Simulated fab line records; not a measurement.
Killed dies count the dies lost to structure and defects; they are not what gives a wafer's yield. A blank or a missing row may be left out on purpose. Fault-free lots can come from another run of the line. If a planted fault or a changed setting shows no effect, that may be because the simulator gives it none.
A lot that was struck, set against a sound lot | flow n5 finfet | 43 out of 1938 route steps
Sound: the wafers L162.3, L162.5, L162.6. Struck: wafers L170.2, L170.4, L170.6. The cause comes at the end.
Each step with rows lists, per side, the tool, then ch with its chambers, then its first start. Under that, the readings that differ: sound wafers | struck wafers | difference of the means | sigmas: that difference in standard deviations of wafers without a fault.
alike: readings whose means differ by less than 2 such deviations, and words and numbers that are the same on both sides. not compared: withheld readings, readings that some wafer has no value for, bounds like >300 that may hide the same value, and numbers for which the record gives no deviation and whose values overlap.
Wherever a step has rows on one side only, a row that says differs or no value, or a row with sigmas, the two part there. Non-overlapping numbers with no deviation appear without sigmas and do not part them. A reading that every wafer of one side lacks parts them only if that side has two wafers or more.

first, 8 steps without rows for these wafers: N5_WELL_APT_HMDS_01 (time 60 s); N5_WELL_APT_COAT_02 (resist thk 950 nm); N5_WELL_APT_EBR_04; N5_WELL_APT_SOFTBAKE_03 (time 60 s); N5_WELL_APT_EXPOSE_05 (exposes mask NWELL, defocus 0 nm, target cd 200 nm); N5_WELL_APT_PEB_06 (peb time 90 s); N5_WELL_APT_DEVELOP_07 (develop time 45 s); N5_WELL_APT_HARDBAKE_12 (time 120 s).
N5_WELL_APT_CD_MEAS_08: target cd 200 nm.
  sound on cd sem-02 ch 0, day 3 01:41; struck on cd sem-02 ch 0, day 5 01:42
  alike: cd nm
N5_WELL_APT_OVL_MEAS_09:
  sound on overlay-01 ch 0, day 3 01:43; struck on overlay-02 ch 0, day 5 01:44
  alike: NWELL_OVL
N5_WELL_APT_INSPECT_10: inspects for defects (macro).
  struck on defect inspect-02, day 5 01:45; sound on defect inspect-01, day 3 01:45
  alike: raw defect count
N5_WELL_APT_DESCUM_13: chemistry O2, time 7.9 s.
  sound on rie diel-05 ch 0,1,2, day 3 01:57; struck on rie diel-02 ch 0,1,3, day 5 01:47
  alike: drypump motor current A, oes product au, rf vpp V, showerhead plenum p Torr, throttle valve pct
  not compared: rf hours counter h
N5_WELL_APT_IMPLANT_14:
  sound on implanter-02 ch 0, day 3 02:07; struck on implanter-02 ch 0, day 5 01:55
  reading            | sound                            | struck                          | difference  | sigmas
  dose ions cm2      | 1.4982e+13 1.5015e+13 1.5001e+13 | 1.3497e+13 1.3492e+13 1.349e+13 | -1.5063e+12 | -89
  faraday current uA | 193 190 189                      | 176 164 177                     | -18         | -4
  alike: rotation deg
then, 10 steps without rows for these wafers: N5_WELL_APT_IMPLANT_15; N5_WELL_APT_STRIP_16 (strips in SPM, time 900 s); N5_WELL_APT_HMDS_18 (time 60 s); N5_WELL_APT_COAT_19 (resist thk 950 nm); N5_WELL_APT_EBR_21; N5_WELL_APT_SOFTBAKE_20 (time 60 s); N5_WELL_APT_EXPOSE_22 (exposes mask PWELL, defocus 0 nm, target cd 200 nm); N5_WELL_APT_PEB_23 (peb time 90 s); N5_WELL_APT_DEVELOP_24 (develop time 45 s); N5_WELL_APT_HARDBAKE_29 (time 120 s).
N5_WELL_APT_CD_MEAS_25: target cd 200 nm.
  sound on cd sem-01 ch 0, day 3 03:07; struck on cd sem-01 ch 0, day 5 02:57
  reading    | sound             | struck            | difference | sigmas
  cd nm (nm) | 198.2 203.1 198.3 | 196.6 194.3 194.7 | -4.7       | -2
N5_WELL_APT_OVL_MEAS_26:
  sound on overlay-01 ch 0, day 3 03:08; struck on overlay-01 ch 0, day 5 02:59
  alike: PWELL_OVL
N5_WELL_APT_INSPECT_27: inspects for defects (macro).
  struck on defect inspect-01, day 5 03:00; sound on defect inspect-02, day 3 03:10
  alike: raw defect count
N5_WELL_APT_DESCUM_30: chemistry O2, time 7.9 s.
  sound on rie diel-02 ch 0,1,3, day 3 03:11; struck on rie diel-05 ch 0,1,3, day 5 03:02
  alike: drypump motor current A, oes product au, rf vpp V, showerhead plenum p Torr, throttle valve pct
  not compared: rf hours counter h
then, 3 steps without rows for these wafers: N5_WELL_APT_IMPLANT_31; N5_WELL_APT_IMPLANT_32; N5_WELL_APT_STRIP_33 (strips in SPM, time 900 s).
N5_WELL_APT_RTA_34: time 10 s.
  sound on rtp anneal-02 ch 0, day 3 03:59; struck on rtp anneal-02 ch 0, day 5 03:49
  alike: lamp power pct, lamp_zone_2_pct, wafer_temp_C_max
then, 4 steps without rows for these wafers: N5_WELL_APT_OXIDE_STRIP_42 (strips SiO2 in dHF, time 45 s, target depth 12 nm); N5_WELL_APT_PRECLEAN_36 (cleans in O3/DIW, time 45 s); N5_WELL_APT_PRECLEAN_39 (cleans in dHF, time 60 s); N5_WELL_APT_SRD_37 (time 30 s).
N5_WELL_APT_EPI_41: deposits Si from SiH4/H2, target thk 50 nm, time 297.7 s.
  sound on epi rpcvd-01 ch 0, day 3 04:23; struck on epi rpcvd-02 ch 0, day 5 04:09
  reading                | sound          | struck         | difference | sigmas
  throttle valve pct (%) | 12.0 12.0 11.7 | 11.1 11.1 11.2 | -0.8       | -2
  alike: lamp inner pct
N5_WELL_APT_INSPECT_38: inspects for defects (darkfield).
  struck on defect inspect-01, day 5 04:41; sound on defect inspect-02, day 3 04:50
  alike: raw defect count
N5_PMOS_HMC_CHANNEL_EPI_HM_DEP_34: deposits SiO2 from TEOS/O2, target thk 36 nm, time 6.9 s.
  sound on pecvd-02 ch 0,1,2, day 3 04:52; struck on pecvd-04 ch 0,1,2, day 5 04:43
  alike: heater power w, showerhead plenum p Torr, throttle valve pct
then, 4 steps without rows for these wafers: N5_PMOS_HMC_CHANNEL_EPI_COAT_31 (time 60 s, resist thk 66 nm); N5_PMOS_HMC_CHANNEL_EPI_COAT_03 (resist thk 205 nm); N5_PMOS_HMC_CHANNEL_EPI_EBR_05; N5_PMOS_HMC_CHANNEL_EPI_SOFTBAKE_04 (time 60 s).
-- the record jumps here: 6 days lie between the struck wafers' starts before and after (it left off in module PMOS_HMC_CHANNEL_EPI and takes up again in module BEOL_M4, whose first step shown is number 1111 of the route) --
N5_BEOL_M4_RC_MEAS_101:
  sound on prober-02 ch 0, day 9 04:44; struck on prober-02 ch 0, day 11 14:23
  reading           | sound          | struck         | difference | sigmas
  RS_NWELL (ohm/sq) | 1047 1045 1039 | 1102 1111 1101 | +61        | +11
  alike: DIBL_N, DIBL_P, IOFF_N, IOFF_P, ION_N, ION_P, SS_N, SS_P, VT_N, VT_P

== WHERE THEY PART ==
Last at N5_BEOL_M4_RC_MEAS_101 as far as this record goes, first at N5_WELL_APT_IMPLANT_14.

WHY: what had been put in by the simulator
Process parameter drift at N5_WELL_APT_IMPLANT_14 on implanter-02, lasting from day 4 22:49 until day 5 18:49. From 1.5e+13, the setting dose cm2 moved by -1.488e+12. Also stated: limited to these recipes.
